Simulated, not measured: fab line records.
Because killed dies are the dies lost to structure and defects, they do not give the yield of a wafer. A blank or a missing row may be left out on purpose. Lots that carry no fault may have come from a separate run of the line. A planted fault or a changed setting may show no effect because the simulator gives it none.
fab line records ; flow nandHarc
[record] lots = 14; wafers = 35; lastDay = 24
route steps=1159 shown A_M0@1013 A_M1@1041 END@1159
lots untouched by any fault: they come from a run of this same line in which no faults occurred
startH: the number of hours between the record's first day and the start of the first shown wafer of the lot ; waitH: hours since the lot's step before ; " same as the row above ; L1.1+2: several wafers, shown together as one row ; - value missing, or start not given ; * or withheld: withheld ; < > ~ a bound
route shown NAME@n: a module of which the file shows steps, and the number in the route of the first ; usual: the fault-free wafers' mean and standard deviation ; same: alike in all rows ; chamber/n: place in a boat ; sites: readings site by site ; _std_site: the standard deviation of these ; _edge_site: mean of outer sites minus mean of inner sites ; radiusMm: how far each site lies from the wafer's centre ; mask NAME#n: copy n ; behind: tool/chamber where the wafer was last shaped ; hold: what put the lot on hold/how long, in hours/how the hold closed ; device: the n, p or np transistor that did not switch ; end of line: the tests these same wafers got at the end of their route ; a step with no rows: only its recipe ; killed: count of dies lost to structure and defects at first sort (not the wafer's yield) ; map: dies across one wafer; x = killed, . = not, _ = none there
set.NAME: setting as actually run; set.NAME@STEP: the setting as run at that earlier step ; model.NAME: the simulator's own value behind a step, which no gauge read
route steps across a sampled set of lots; one table per step, one row per wafer
services: from which hour (startH, from the record's first day; less than 0 if before it) a tool's chamber was out of use, for how many hours, and why
[[steps]]
[step NHARC_A_M0_DEGAS_28]
[recipe] tempC = 250; timeS = 60
[usual] heaterPowerW = 324/21
lot.wafer;tool;chamber;startH;waitH;heaterPowerW
L677.2;pvdSputter-03;-;403.35;-;311
L677.5;pvdSputter-03;-;403.35;-;341
L677.6;pvdSputter-03;-;403.35;-;314
L675.3;pvdSputter-02;-;404.85;-;332
L675.1;pvdSputter-02;-;404.85;-;309
L675.5;pvdSputter-02;-;404.85;-;343
L676.4;pvdSputter-01;-;409.17;-;336
L676.1;pvdSputter-01;-;409.17;-;342
L676.6;pvdSputter-01;-;409.17;-;342
L680.2;pvdSputter-03;-;409.86;-;307
L680.3;pvdSputter-03;-;409.86;-;316
L680.6;pvdSputter-03;-;409.86;-;310
L679.2;pvdSputter-03;-;439.28;-;308
L679.3;pvdSputter-03;-;439.28;-;320
L679.6;pvdSputter-03;-;439.28;-;310
L683.5;pvdSputter-01;-;445.32;-;343
L678.5;pvdSputter-02;-;452.98;-;320
L684.1;pvdSputter-02;-;461.65;-;321
L684.6;pvdSputter-02;-;461.65;-;312
L684.5;pvdSputter-02;-;461.65;-;305
L690.2;pvdSputter-03;-;488.20;-;333
L690.5;pvdSputter-03;-;488.20;-;355
L690.6;pvdSputter-03;-;488.20;-;291
L693.4;pvdSputter-01;-;497.99;-;341
L693.2;pvdSputter-01;-;497.99;-;343
L693.5;pvdSputter-01;-;497.99;-;332
L697.1;pvdSputter-03;-;521.29;-;328
L697.4;pvdSputter-03;-;521.29;-;359
L697.3;pvdSputter-03;-;521.29;-;301
L695.4;pvdSputter-03;-;526.64;-;328
L695.1;pvdSputter-03;-;526.64;-;286
L695.5;pvdSputter-03;-;526.64;-;286
L698.3;pvdSputter-03;-;529.98;-;365
L698.2;pvdSputter-03;-;529.98;-;329
L698.6;pvdSputter-03;-;529.98;-;356
[step NHARC_A_M0_PVD_20]
[recipe] targetThkA = 50; biasV = 168.6; powerW = 15000; chamberPressurePa = 0.12; timeS = 8.06; substrateTempC = 50; material = TaN
[usual] substrateTempC = 50.01/0.11; throttleValvePct = 29.9/1.3
lot.wafer;tool;chamber;startH;waitH;substrateTempC;throttleValvePct
L677.2;pvdSputter-03;-;-;-;49.92;31.3
L677.6;pvdSputter-03;-;-;-;50.07;30.7
L677.5;pvdSputter-03;-;-;-;49.73;28.6
L675.1;pvdSputter-02;-;-;-;49.96;29.6
L675.3;pvdSputter-02;-;-;-;49.96;32.8
L675.5;pvdSputter-02;-;-;-;49.89;29.6
L676.4;pvdSputter-01;-;-;-;50.08;29.9
L676.1;pvdSputter-01;-;-;-;50.00;28.9
L676.6;pvdSputter-01;-;-;-;50.23;28.8
L680.3;pvdSputter-03;-;-;-;50.04;29.4
L680.2;pvdSputter-03;-;-;-;49.94;30.5
L680.6;pvdSputter-03;-;-;-;49.95;31.0
L679.3;pvdSputter-03;-;-;-;50.11;28.9
L679.2;pvdSputter-03;-;-;-;49.81;30.8
L679.6;pvdSputter-03;-;-;-;50.16;28.8
L683.5;pvdSputter-01;-;-;-;50.16;29.9
L678.5;pvdSputter-02;-;-;-;50.16;29.5
L684.1;pvdSputter-02;-;-;-;49.98;29.7
L684.5;pvdSputter-02;-;-;-;49.85;32.9
L684.6;pvdSputter-02;-;-;-;50.07;29.8
L690.2;pvdSputter-03;-;-;-;50.10;29.0
L690.6;pvdSputter-03;-;-;-;50.03;30.2
L690.5;pvdSputter-03;-;-;-;50.13;28.7
L693.4;pvdSputter-01;-;-;-;49.91;27.5
L693.2;pvdSputter-01;-;-;-;50.02;29.8
L693.5;pvdSputter-01;-;-;-;49.95;27.9
L697.1;pvdSputter-03;-;-;-;50.22;30.3
L697.4;pvdSputter-03;-;-;-;50.12;29.1
L697.3;pvdSputter-03;-;-;-;49.82;29.2
L695.1;pvdSputter-03;-;-;-;49.74;30.5
L695.4;pvdSputter-03;-;-;-;50.21;29.0
L695.5;pvdSputter-03;-;-;-;49.79;30.5
L698.2;pvdSputter-03;-;-;-;50.00;29.2
L698.3;pvdSputter-03;-;-;-;50.00;29.1
L698.6;pvdSputter-03;-;-;-;50.09;31.8
[step NHARC_A_M1_ETCH_15]
[recipe] targetDepthA = 1825; timeS = 91.2; c4f8FlowSccm = withheld; arFlowSccm = 400; rfW = 600; biasW = 300; chemistry = C4F8/Ar
[usual] oesProductAu = 0.949/0.024; rfVppV = 441.8/2.2
lot.wafer;tool;chamber;startH;waitH;oesProductAu;rfHoursCounterH;rfVppV
L677.2;rieDiel-06;3;-;-;0.999;10;442.6
L677.6;rieDiel-06;1;-;-;0.965;-;439.4
L677.5;rieDiel-06;2;-;-;0.974;-;442.4
L675.1;rieDiel-06;3;-;-;0.987;10;439.9
L675.3;rieDiel-06;1;-;-;0.989;10;438.9
L675.5;rieDiel-06;3;-;-;0.975;-;441.4
L676.1;rieDiel-12;2;-;-;0.905;1;441.3
L676.4;rieDiel-12;3;-;-;0.943;1;443.4
L676.6;rieDiel-12;1;-;-;0.927;-;438.2
L680.2;rieDiel-01;3;-;-;0.907;5;439.8
L680.3;rieDiel-01;0;-;-;0.907;6;445.2
L680.6;rieDiel-01;3;-;-;0.909;-;439.8
L679.3;rieDiel-06;3;-;-;0.971;0;440.6
L679.2;rieDiel-06;0;-;-;0.960;0;442.2
L679.6;rieDiel-06;0;-;-;0.950;-;443.8
L683.5;rieDiel-01;1;-;-;0.908;-;440.6
L678.5;rieDiel-12;2;-;-;0.956;-;443.0
L684.1;rieDiel-06;0;464.91;0.1;0.945;2;444.1
L684.5;rieDiel-06;3;464.91;0.1;0.968;-;439.9
L684.6;rieDiel-06;0;464.91;0.1;0.948;-;442.3
L690.2;rieDiel-06;3;-;-;0.938;4;440.8
L690.5;rieDiel-06;3;-;-;0.943;-;440.1
L690.6;rieDiel-06;2;-;-;0.922;-;443.0
L693.4;rieDiel-12;2;-;-;0.974;3;440.3
L693.2;rieDiel-12;0;-;-;0.973;3;445.6
L693.5;rieDiel-12;1;-;-;0.976;-;437.5
L697.3;rieDiel-12;3;-;-;0.931;4;444.2
L697.1;rieDiel-12;0;-;-;0.927;3;444.3
L697.4;rieDiel-12;1;-;-;0.925;4;439.0
L695.4;rieDiel-12;2;-;-;0.969;4;440.0
L695.1;rieDiel-12;0;-;-;0.964;4;443.8
L695.5;rieDiel-12;2;-;-;0.976;-;441.5
L698.3;rieDiel-06;1;-;-;0.969;4;439.4
L698.2;rieDiel-06;3;-;-;0.975;8;439.6
L698.6;rieDiel-06;3;-;-;0.978;-;440.2
[step NHARC_A_M1_ECD_22]
[recipe] targetThkA = 4000; bathTempC = 25; material = Cu
lot.wafer;tool;chamber;startH;waitH
L677.2+5+6;ecdCu-01;1,1,0;407.80;-
L675.1+3+5;ecdCu-02;0,1,1;409.33;-
L676.1+4+6;ecdCu-01;1,1,0;414.15;-
L680.2+3+6;ecdCu-02;0,1,1;414.48;-
L679.2+3+6;ecdCu-01;1,0,1;443.85;-
L683.5;ecdCu-02;0;449.88;-
L678.5;ecdCu-02;1;458.88;-
L684.1+6+5;ecdCu-02;0,0,1;466.54;-
L690.2+6+5;ecdCu-01;0,0,1;492.68;-
L693.2+4+5;ecdCu-01;0,1,1;502.91;-
L697.1+3+4;ecdCu-02;0,1,0;525.86;-
L695.1+4+5;ecdCu-01;1,0,0;531.32;-
L698.2+3+6;ecdCu-01;1,0,0;534.65;-
[step NHARC_END_SORT_01]
[recipe] tempC = 25
[usual] killedAtArray = 29/11; killedAtOther = 0.5/0.89; killedAtPeriphery = 3.3/2; killedDies = 32/11; killedOpen = 3.1/1.9; killedShort = 2.3/1.6
[same] grossDies = 677
lot.wafer;tool;chamber;startH;waitH;killedAtArray;killedAtOther;killedAtPeriphery;killedDies;killedOpen;killedShort
L678.5;prober-01;0;495.22;3.7;23;0;4;27;4;1
L683.5;prober-02;0;504.51;3.7;490;0;1;491;2;1
L684.1;prober-01;0;514.31;2.5;511;1;3;515;0;0
L684.5;prober-01;0;517.51;3.7;16;2;5;23;8;3
L684.6;prober-01;0;518.30;4.0;514;0;2;516;2;2
// killed by level:class
L678.5 A_CHANNEL_HOLE_D1:chamberFilmFlake=11 A_CONTACT:chamberFilmFlake=4 A_ONON_D1:geometricParticle:open=2 P_CONTACT:chamberFilmFlake=2 P_M2:geometricParticle:open=1 A_CHANNEL_FILL_D1:geometricParticle:short=1 A_BLC:geometricParticle:open=1 P_GATE:chamberFilmFlake=1
L683.5 A_M1:unspecified=470 A_CHANNEL_HOLE_D1:chamberFilmFlake=15 P_M2:geometricParticle:open=1 A_ONON_D1:geometricParticle:short=1 A_CONTACT:geometricParticle:open=1 A_STAIRCASE:chamberFilmFlake=1 A_WL_FILL:chamberFilmFlake=1 A_CONTACT:chamberFilmFlake=1
L684.1 A_M1:unspecified=507 P_M2:chamberFilmFlake=2 A_CONTACT:chamberFilmFlake=2 P_GATE:chamberFilmFlake=1 A_CHANNEL_HOLE_D1:chamberFilmFlake=1 A_STAIRCASE:chamberFilmFlake=1 THIN_TSV:chamberFilmFlake=1
L684.5 A_CHANNEL_HOLE_D1:chamberFilmFlake=3 A_CONTACT:chamberFilmFlake=3 A_WL_FILL:geometricParticle:short=2 P_CONTACT:chamberFilmFlake=2 P_M2:chamberFilmFlake=2 THIN_TSV:chamberFilmFlake=2 P_M0:geometricParticle:open=1 A_ONON_D1:geometricParticle:open=1
L684.6 A_M1:unspecified=506 A_CHANNEL_HOLE_D1:chamberFilmFlake=2 A_CONTACT:chamberFilmFlake=1 P_M0:geometricParticle:open=1 A_WL_FILL:geometricParticle:short=1 A_CONTACT:geometricParticle:open=1 A_M0:geometricParticle:short=1 P_M2:chamberFilmFlake=1
[[services]]
tool;chamber;startH;hours;kind
rieDiel-12;-;379.42;9.0;pm
rieDiel-01;0;387.48;9.9;repair
rieDiel-01;3;391.89;6.2;repair
pvdSputter-02;-;392.03;10.0;pm
rieDiel-06;-;418.20;9.0;pm
rieDiel-01;3;420.79;7.2;repair
rieDiel-01;0;434.18;5.9;repair
rieDiel-06;1;440.65;8.8;repair
rieDiel-01;3;441.00;5.0;repair
ecdCu-01;-;450.48;8.0;pm
pvdSputter-03;-;458.15;10.0;pm
pvdSputter-01;-;460.96;2.0;repair
rieDiel-06;1;461.88;3.2;repair
rieDiel-12;-;463.42;4.1;repair
rieDiel-06;2;463.57;15.6;repair
rieDiel-01;2;474.21;13.6;repair
rieDiel-01;1;478.95;22.6;repair
rieDiel-06;1;490.56;22.6;repair
rieDiel-01;-;492.09;9.0;pm
rieDiel-06;-;503.60;0.3;repair
pvdSputter-01;-;514.00;10.0;pm
rieDiel-01;-;532.04;0.5;repair
rieDiel-06;2;532.10;17.2;repair
ecdCu-02;-;532.29;8.0;pm
[[key]]
[firstSign] step = NHARC_END_SORT_01; reading = killedAtArray; direction = up; sigmas = 43; usual = 29; struck = 505
[effect] step = NHARC_END_SORT_01; reading = killedDies; direction = up; sigmas = 43; usual = 32; struck = 507
[moreKillsBornAt] NHARC_A_M1_ECD_22@ecdCu-02 = 1483
metAt NHARC_A_M1_ECD_22
struckLots L683,L684
struckWafers L683.5,L684.1,L684.6
movedWithoutMeetingIt L678,L682
notActingAt NHARC_A_M0_DEGAS_28,NHARC_A_M0_PVD_20,NHARC_A_M1_ETCH_15
onsetBetween 414.48 449.88
[fault] kind = chamberParticleSource; tool = ecdCu-02; chamber = 0; onsetH = 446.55; steps = NHARC_A_M1_ECD_22; ratePerVisitCm2 = 1.4035; endH = 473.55
// movedWithoutMeetingIt: readings of these lots or wafers moved too, though they didn't meet the fault's tool or chamber
